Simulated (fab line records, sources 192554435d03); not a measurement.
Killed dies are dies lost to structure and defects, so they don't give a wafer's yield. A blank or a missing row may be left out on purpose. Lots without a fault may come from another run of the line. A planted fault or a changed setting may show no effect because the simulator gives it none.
Split-lot experiment | flow n5_finfet | 7 lots, 21 wafers read, on a route of 1938 steps

THE SPLIT
At N5_WELL_APT_PEB_23 (peb time 90 s), the setting peb_temp_c was moved away from the recipe's 130 C on 4 of the 21 wafers read, by -2.7% to +1.7%. The other wafers ran this setting at the recipe's value.

FROM THE SPLIT TO THE READING: what the file shows between them, 2 steps
- N5_WELL_APT_DEVELOP_24: develop time 45 s
- N5_WELL_APT_HARDBAKE_29: time 120 s

THE READING
cd_nm, in nm, at N5_WELL_APT_CD_MEAS_25 (target cd 200 nm). Fault-free wafers of this fab line usually give 199.5 nm, standard deviation 1.4 nm.

wafer  | tool, chamber at the split | peb_temp_c as run, C | against the recipe | cd_nm, nm | against lot-mates on the recipe
L075.2 | litho_track-05, 0          | 130                  | recipe             | 197.2     | -
L075.3 | litho_track-05, 0          | 130                  | recipe             | 197.6     | -
L075.6 | litho_track-05, 0          | 130                  | recipe             | 198.5     | -
L076.1 | litho_track-04, 0          | 130                  | recipe             | 200.2     | -
L076.2 | litho_track-04, 0          | 131.4                | +1.1%              | 206.6     | +6.4
L076.3 | litho_track-04, 0          | 131.4                | +1.1%              | 206.3     | +6.1
L077.1 | litho_track-01, 0          | 130                  | recipe             | 196.6     | -
L077.2 | litho_track-01, 0          | 130                  | recipe             | 201.6     | -
L077.3 | litho_track-01, 0          | 130                  | recipe             | 199.8     | -
L083.3 | litho_track-01, 0          | 132.2                | +1.7%              | 209.0     | +8.6
L083.4 | litho_track-01, 0          | 130                  | recipe             | 202.4     | -
L083.5 | litho_track-01, 0          | 130                  | recipe             | 198.5     | -
L085.2 | litho_track-01, 0          | 130                  | recipe             | 199.6     | -
L085.4 | litho_track-01, 0          | 130                  | recipe             | 199.7     | -
L085.6 | litho_track-01, 0          | 126.5                | -2.7%              | 177.0     | -22.6
L092.1 | litho_track-01, 0          | 130                  | recipe             | 199.8     | -
L092.3 | litho_track-01, 0          | 130                  | recipe             | 201.6     | -
L092.6 | litho_track-01, 0          | 130                  | recipe             | 201.8     | -
L096.3 | litho_track-05, 0          | 130                  | recipe             | 200.5     | -
L096.4 | litho_track-05, 0          | 130                  | recipe             | 199.6     | -
L096.5 | litho_track-05, 0          | 130                  | recipe             | 201.1     | -

THE FIT
A straight line over all 21 wafers: cd_nm changes by +7.38 nm for each +1% of peb_temp_c; r = +0.96; the points scatter about the line by 1.8 nm.
The same after taking each lot's own level away (the mean of its wafers on the recipe; 21 wafers): +7.2 nm for each +1%; r = +0.96; scatter 1.6 nm.
On that fit, the largest move of peb_temp_c shifts the reading by 19 nm.
The lots' own levels span 197.77 to 201.07 nm, that is 2.4 times the standard deviation above.
So the lot-to-lot level changes the slope little: the two slopes agree.
Check: with one of the wafers moved furthest among these (-2.7%) left out of the fit, the line predicts -14.5 nm for it against its lot-mates. It came out at -22.6 nm against them.

OTHER SPLITS ON THESE WAFERS
These wafers also went through other splits before the reading. Each is held against what the fit with the lots' levels taken away leaves over:
other split on the same wafers        | wafers away from the commonest value | r with cd_nm (lot level and that fit taken away)
N5_WELL_APT_PEB_06 peb_time_s         | 3                                    | +0.01
N5_WELL_APT_DEVELOP_07 develop_time_s | 8                                    | +0.20
N5_WELL_APT_COAT_19 spin_rpm          | 4                                    | +0.62

THE WHOLE CHAIN: every reading that the file lists as answering this split, in the file's order
step                   | what it does             | reading                                                         | change (the file's fit)              | r (the file's)
N5_WELL_APT_CD_MEAS_25 | target cd 200 nm         | cd_nm                                                           | +7.29 nm for each +1% of the setting | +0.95
N5_WELL_APT_DESCUM_30  | chemistry O2, time 7.9 s | WELL_APT.cd_nm (the simulator's own value, which no gauge read) | +7.29 nm for each +1% of the setting | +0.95

THE FILE'S OWN FIT
cd_nm changes by +7.29 nm for each +1% of peb_temp_c, r = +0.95.
